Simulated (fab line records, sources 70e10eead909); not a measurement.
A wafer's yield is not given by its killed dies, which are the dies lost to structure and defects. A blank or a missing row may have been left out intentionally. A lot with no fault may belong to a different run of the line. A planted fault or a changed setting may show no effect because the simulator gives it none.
fab line records -- flow nand-harc
record lots=12, wafers=36, last-day=33
route steps=1302 shown P_CONTACT@217
lots untouched by any fault: they come from a run of this same line in which no faults occurred
start-h: the number of hours between the record's first day and the start of the first shown wafer of the lot -- wait-h: hours since the lot's step before -- " unchanged from the row above -- L1.1+2: several wafers, shown together as one row -- - no value, or no start was given -- * or withheld: withheld -- < > ~ a bound
route shown NAME@n: NAME is a module with steps in the file, n the number in the route of the first one -- usual: mean/standard deviation taken from wafers without a fault -- same: alike in all rows -- chamber/n: place in a boat -- sites: the reading at each site -- _std_site: standard deviation across them -- _edge_site: inner sites' mean taken away from outer sites' mean -- radius-mm: for every site, how far away it sits from the centre of the wafer -- mask NAME#n: copy n -- behind: the tool/chamber that last shaped the wafer -- hold: why the lot went on hold/how many hours it stayed there/how the hold came to an end -- device: names the non-switching transistor (n, p or np) -- end of line: the same wafers' tests at the end of the route -- a step given without rows: its recipe and nothing more -- killed: count of dies lost to structure and defects at first sort (not the wafer's yield) -- map: dies across one wafer; x = killed, . = not, _ = none there
set.NAME: the setting as run; set.NAME@STEP: as run at that earlier step -- model.NAME: the simulator's own value behind a step, which no gauge read
a sample of lots followed through the steps of the route, with each step as a table and each wafer as a row
services: when a tool's chamber went out of use (start-h, in hours from the record's first day, below 0 if earlier), for how many hours, and the reason
## steps
# step NHARC_P_CONTACT_DEP_30
# recipe target-thk-a=300, temp-c=400, target-thk-nm=30, flow-sccm=200, rf-w=450, material=SiNx
# usual heater-power-outer-w=437/89, heater-power-w=731/110
lot.wafer,tool,chamber,start-h,wait-h,heater-power-outer-w,heater-power-w
L616.1,pecvd-02,2,112.73,0.1,407,645
L616.5,pecvd-02,0,112.73,0.1,493,788
L616.6,pecvd-02,1,112.73,0.1,478,782
L617.1,pecvd-03,2,119.42,0.1,529,880
L617.3,pecvd-03,0,119.42,0.1,624,908
L617.4,pecvd-03,2,119.42,0.1,526,893
L619.2,pecvd-04,2,144.73,0.1,428,783
L619.1,pecvd-04,0,144.73,0.1,368,636
L619.6,pecvd-04,2,144.73,0.1,422,812
L620.2,pecvd-04,2,158.62,0.1,431,786
L620.5,pecvd-04,1,158.62,0.1,288,535
L620.4,pecvd-04,2,158.62,0.1,424,778
L622.1,pecvd-04,1,172.78,0.1,236,486
L622.4,pecvd-04,2,172.78,0.1,413,776
L622.5,pecvd-04,0,172.78,0.1,365,670
L623.3,pecvd-04,2,190.42,0.1,373,700
L623.4,pecvd-04,2,190.42,0.1,367,696
L623.5,pecvd-04,1,190.42,0.1,249,501
L627.3,pecvd-03,2,223.48,0.1,411,728
L627.6,pecvd-03,2,223.48,0.1,422,743
L627.5,pecvd-03,1,223.48,0.1,420,690
L630.6,pecvd-03,1,260.50,0.2,476,723
L630.5,pecvd-03,2,260.50,0.2,500,821
L630.4,pecvd-03,0,260.50,0.2,583,896
L631.4,pecvd-02,1,271.77,0.2,595,904
L631.5,pecvd-02,2,271.77,0.2,460,707
L631.6,pecvd-02,0,271.77,0.2,476,737
L637.3,pecvd-04,1,334.85,0.1,311,581
L637.6,pecvd-04,1,334.85,0.1,315,597
L637.5,pecvd-04,2,334.85,0.1,353,660
L638.3,pecvd-02,1,338.29,0.1,492,788
L638.2,pecvd-02,2,338.29,0.1,504,756
L638.5,pecvd-02,2,338.29,0.1,483,758
L639.2,pecvd-03,2,341.91,0.1,493,852
L639.3,pecvd-03,0,341.91,0.1,575,874
L639.5,pecvd-03,2,341.91,0.1,491,847
# step NHARC_P_CONTACT_DEP_00
# recipe target-thk-a=5000, temp-c=400, pressure-torr=6.5, rf-w=900, teos-flow-sccm=161.4, flow-sccm=2650, target-thk-nm=500, gas=O2, material=SiO2
# usual heater-power-outer-w=314/88, heater-power-w=567/110, throttle-valve-pct=16.0/0.51
lot.wafer,tool,chamber,start-h,wait-h,heater-power-outer-w,heater-power-w,throttle-valve-pct
L616.1,pecvd-02,2,-,-,326,553,15.8
L616.5,pecvd-02,0,-,-,374,605,15.8
L616.6,pecvd-02,1,-,-,399,686,15.6
L617.1,pecvd-03,2,-,-,358,645,16.4
L617.3,pecvd-03,0,-,-,452,697,15.4
L617.4,pecvd-03,2,-,-,370,675,16.2
L619.2,pecvd-04,2,-,-,226,512,15.0
L619.1,pecvd-04,0,-,-,231,507,16.7
L619.6,pecvd-04,2,-,-,257,545,15.0
L620.2,pecvd-04,2,-,-,306,618,15.0
L620.5,pecvd-04,1,-,-,169,387,15.7
L620.4,pecvd-04,2,-,-,310,637,15.0
L622.1,pecvd-04,1,-,-,187,411,15.6
L622.4,pecvd-04,2,-,-,246,538,15.2
L622.5,pecvd-04,0,-,-,278,536,16.7
L623.3,pecvd-04,2,-,-,205,463,15.1
L623.4,pecvd-04,2,-,-,237,512,15.2
L623.5,pecvd-04,1,-,-,144,350,15.9
L627.3,pecvd-03,2,-,-,347,639,16.5
L627.6,pecvd-03,2,-,-,370,680,16.3
L627.5,pecvd-03,1,-,-,334,576,15.9
L630.6,pecvd-03,1,-,-,246,438,16.1
L630.5,pecvd-03,2,-,-,341,648,16.2
L630.4,pecvd-03,0,-,-,464,724,15.7
L631.4,pecvd-02,1,-,-,334,578,15.4
L631.5,pecvd-02,2,-,-,339,556,16.3
L631.6,pecvd-02,0,-,-,279,473,16.2
L637.3,pecvd-04,1,-,-,192,411,15.7
L637.6,pecvd-04,1,-,-,195,422,15.5
L637.5,pecvd-04,2,-,-,296,590,14.9
L638.3,pecvd-02,1,-,-,426,732,15.6
L638.2,pecvd-02,2,-,-,370,620,16.6
L638.5,pecvd-02,2,-,-,382,591,16.6
L639.2,pecvd-03,2,342.26,0.3,348,674,16.7
L639.3,pecvd-03,0,342.26,0.3,411,658,15.7
L639.5,pecvd-03,2,342.26,0.3,382,689,16.8
# step NHARC_P_CONTACT_CMP_01
# recipe target-thk-nm=200, material=SiO2
# usual motor-current-A=12.4/1.5
lot.wafer,tool,chamber,start-h,wait-h,motor-current-A
L616.1,cmp-02,2,113.46,-,12.7
L616.6,cmp-02,1,113.46,-,12.7
L616.5,cmp-02,2,113.46,-,12.1
L617.4,cmp-02,2,120.16,-,12.4
L617.1,cmp-02,3,120.16,-,12.6
L617.3,cmp-02,0,120.16,-,9.5
L619.1,cmp-02,1,145.43,-,12.5
L619.2,cmp-02,3,145.43,-,12.4
L619.6,cmp-02,0,145.43,-,9.0
L620.4,cmp-02,1,159.30,-,12.7
L620.2,cmp-02,2,159.30,-,12.5
L620.5,cmp-02,3,159.30,-,12.5
L622.4,cmp-03,3,173.44,-,15.0
L622.1,cmp-03,1,173.44,-,12.5
L622.5,cmp-03,3,173.44,-,15.1
L623.4,cmp-03,2,191.14,-,12.0
L623.3,cmp-03,0,191.14,-,12.3
L623.5,cmp-03,3,191.14,-,14.6
L627.3,cmp-04,1,224.28,-,11.0
L627.5,cmp-04,2,224.28,-,11.7
L627.6,cmp-04,3,224.28,-,13.4
L630.4,cmp-02,0,261.12,-,8.6
L630.6,cmp-02,3,261.12,-,12.2
L630.5,cmp-02,0,261.12,-,8.6
L631.4,cmp-03,2,272.37,-,11.2
L631.5,cmp-03,2,272.37,-,11.3
L631.6,cmp-03,3,272.37,-,15.4
L637.3,cmp-03,3,335.59,-,15.7
L637.6,cmp-03,0,335.59,-,13.0
L637.5,cmp-03,1,335.59,-,13.0
L638.3,cmp-03,3,339.00,-,14.5
L638.2,cmp-03,0,339.00,-,12.5
L638.5,cmp-03,3,339.00,-,14.6
L639.2,cmp-02,3,342.92,0.6,12.6
L639.3,cmp-02,0,342.92,0.6,8.6
L639.5,cmp-02,2,342.92,0.6,12.2
# step NHARC_P_CONTACT_CVD_23
# recipe target-thk-a=2000, temp-c=300, pressure-torr=40, wf6-flow-sccm=40, h2-flow-sccm=1600, ar-flow-sccm=1560, time-s=557, material=W
# usual heater-power-outer-w=256/23, heater-power-w=448/26, throttle-valve-pct=7.96/0.25
lot.wafer,tool,chamber,start-h,wait-h,heater-power-outer-w,heater-power-w,throttle-valve-pct
L616.1,cvd-w-01,0,116.59,-,259,461,8.07
L616.5,cvd-w-01,1,116.59,-,278,461,7.93
L616.6,cvd-w-01,0,116.59,-,257,449,7.89
L617.1,cvd-w-01,1,123.67,-,280,455,8.05
L617.4,cvd-w-01,1,123.67,-,281,454,7.78
L617.3,cvd-w-01,0,123.67,-,255,464,7.74
L619.2,cvd-w-01,1,148.49,-,284,441,8.10
L619.1,cvd-w-01,0,148.49,-,265,439,8.09
L619.6,cvd-w-01,1,148.49,-,289,457,8.19
L620.2,cvd-w-01,0,162.29,-,254,460,7.87
L620.4,cvd-w-01,1,162.29,-,285,457,8.08
L620.5,cvd-w-01,1,162.29,-,281,454,8.09
L622.1,cvd-w-01,1,176.38,-,275,466,8.34
L622.4,cvd-w-01,0,176.38,-,263,455,7.97
L622.5,cvd-w-01,0,176.38,-,259,450,8.07
L623.4,cvd-w-02,0,194.66,-,227,397,8.33
L623.3,cvd-w-02,1,194.66,-,221,440,7.62
L623.5,cvd-w-02,0,194.66,-,228,392,7.88
L627.3,cvd-w-01,1,227.42,-,285,461,7.79
L627.6,cvd-w-01,1,227.42,-,280,462,7.97
L627.5,cvd-w-01,0,227.42,-,257,460,8.49
L630.4,cvd-w-01,1,264.49,-,287,452,7.75
L630.6,cvd-w-01,0,264.49,-,259,477,8.37
L630.5,cvd-w-01,1,264.49,-,279,466,8.05
L631.4,cvd-w-01,0,275.55,-,273,471,8.18
L631.6,cvd-w-01,1,275.55,-,279,455,8.29
L631.5,cvd-w-01,0,275.55,-,270,452,8.21
L637.3,cvd-w-01,0,338.75,-,273,480,8.27
L637.6,cvd-w-01,1,338.75,-,281,478,7.92
L637.5,cvd-w-01,0,338.75,-,261,469,8.20
L638.2,cvd-w-01,1,342.07,-,280,465,8.21
L638.3,cvd-w-01,0,342.07,-,264,464,7.93
L638.5,cvd-w-01,0,342.07,-,265,465,7.91
L639.2,cvd-w-01,1,345.95,-,273,464,7.92
L639.3,cvd-w-01,0,345.95,-,263,484,8.09
L639.5,cvd-w-01,0,345.95,-,268,484,8.14
# step NHARC_P_CONTACT_CMP_24
# recipe t-overpolish-s=30, target-thk-nm=200
# usual motor-current-A=12.2/1.3, overpolish-run-s=30.002/0.0095, time-to-endpoint-s=39.9/2.7
# same t-overpolish-s=30
lot.wafer,tool,chamber,start-h,wait-h,motor-current-A,overpolish-run-s,time-to-endpoint-s
L616.1,cmp-02,1,117.22,0.5,12.7,29.999,37.7
L616.6,cmp-02,2,117.22,0.5,12.6,30.008,39.6
L616.5,cmp-02,3,117.22,0.5,12.0,30.006,40.1
L617.3,cmp-02,3,124.30,0.3,12.7,30.006,41.9
L617.1,cmp-02,0,124.30,0.3,8.4,30.007,41.7
L617.4,cmp-02,1,124.30,0.3,13.0,30.011,40.1
L619.2,cmp-03,1,149.16,0.6,12.8,30.003,40.4
L619.1,cmp-03,2,149.16,0.6,11.9,30.000,37.7
L619.6,cmp-03,1,149.16,0.6,13.0,30.013,41.3
L620.2,cmp-02,2,162.96,0.6,12.1,30.018,39.6
L620.4,cmp-02,3,162.96,0.6,12.5,29.996,43.0
L620.5,cmp-02,2,162.96,0.6,12.5,29.993,36.6
L622.4,cmp-04,1,177.04,0.3,11.2,30.005,40.5
L622.1,cmp-04,0,177.04,0.3,11.9,29.997,44.3
L622.5,cmp-04,1,177.04,0.3,11.4,30.011,43.1
L623.3,cmp-03,1,195.17,0.3,13.0,29.999,40.8
L623.4,cmp-03,2,195.17,0.3,11.5,30.003,38.9
L623.5,cmp-03,0,195.17,0.3,12.2,29.998,37.3
L627.3,cmp-04,2,227.96,0.5,12.0,30.014,37.6
L627.5,cmp-04,3,227.96,0.5,12.6,30.003,43.1
L627.6,cmp-04,0,227.96,0.5,12.2,29.981,40.2
L630.4,cmp-02,0,264.91,0.3,9.0,30.005,37.1
L630.5,cmp-02,2,264.91,0.3,12.1,30.004,36.4
L630.6,cmp-02,3,264.91,0.3,13.1,29.993,74.8
L631.4,cmp-04,1,275.94,0.3,11.3,29.988,73.6
L631.5,cmp-04,1,275.94,0.3,11.4,29.995,76.4
L631.6,cmp-04,2,275.94,0.3,12.7,30.021,39.7
L637.3,cmp-04,1,339.15,0.3,11.6,30.009,38.9
L637.6,cmp-04,0,339.15,0.3,12.7,29.991,41.0
L637.5,cmp-04,1,339.15,0.3,11.5,30.002,35.7
L638.3,cmp-04,0,342.72,0.3,12.8,30.010,41.6
L638.2,cmp-04,3,342.72,0.3,13.3,30.005,41.0
L638.5,cmp-04,1,342.72,0.3,11.7,29.989,39.1
L639.2,cmp-04,2,346.62,0.6,12.1,30.009,37.9
L639.3,cmp-04,0,346.62,0.6,12.9,30.021,42.2
L639.5,cmp-04,1,346.62,0.6,11.1,30.005,38.5
## services
tool,chamber,start-h,hours,kind
cmp-04,-,111.00,4.0,pm
cmp-04,-,123.01,0.9,repair
cmp-02,-,134.50,4.0,pm
pecvd-04,-,137.38,2.8,repair
pecvd-03,-,151.25,0.9,repair
pecvd-04,-,155.05,1.4,repair
cmp-04,-,160.26,4.4,repair
cmp-03,-,164.31,4.0,pm
cmp-02,-,175.70,3.2,repair
cvd-w-01,-,185.00,13.0,pm
pecvd-03,-,185.00,13.0,pm
cmp-02,-,193.78,1.7,repair
cmp-04,-,200.95,0.8,repair
cmp-04,-,206.74,0.7,repair
cmp-04,-,209.00,4.0,pm
pecvd-03,-,216.83,0.7,repair
cvd-w-01,-,217.59,1.4,repair
cmp-02,-,232.50,4.0,pm
pecvd-04,-,269.45,13.0,pm
pecvd-03,2,281.61,2.9,repair
cmp-02,-,289.56,0.9,repair
cmp-02,-,299.38,0.8,repair
pecvd-03,1,324.56,29.7,repair
cmp-02,-,330.50,4.0,pm
## key
first-sign step=NHARC_P_CONTACT_CMP_24, reading=time-to-endpoint-s, direction=up, sigmas=13, usual=*, struck=*
effect none on later readings
met-at NHARC_P_CONTACT_CVD_23
struck-lots L630,L631
struck-wafers L630.6,L631.4,L631.5
tester-left-out L630,L631
not-acting-at NHARC_P_CONTACT_DEP_30,NHARC_P_CONTACT_DEP_00,NHARC_P_CONTACT_CMP_01
onset-between 227.42 264.49
fault kind=process-parameter-drift, tool=cvd-w-01, chamber=0, onset-h=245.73, steps=NHARC_P_CONTACT_CVD_23, channel=target-thk-a, offset=*, shape=step, end-h=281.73, acts-in=*, stated=*
# tester-left-out: of these lots the tester's yield and bins aren't shown, on N5 and GAA mostly nor the transistor test; their killed dies are dies lost to structure and defects alone, not to doping, threshold or leakage, so they don't give the yield
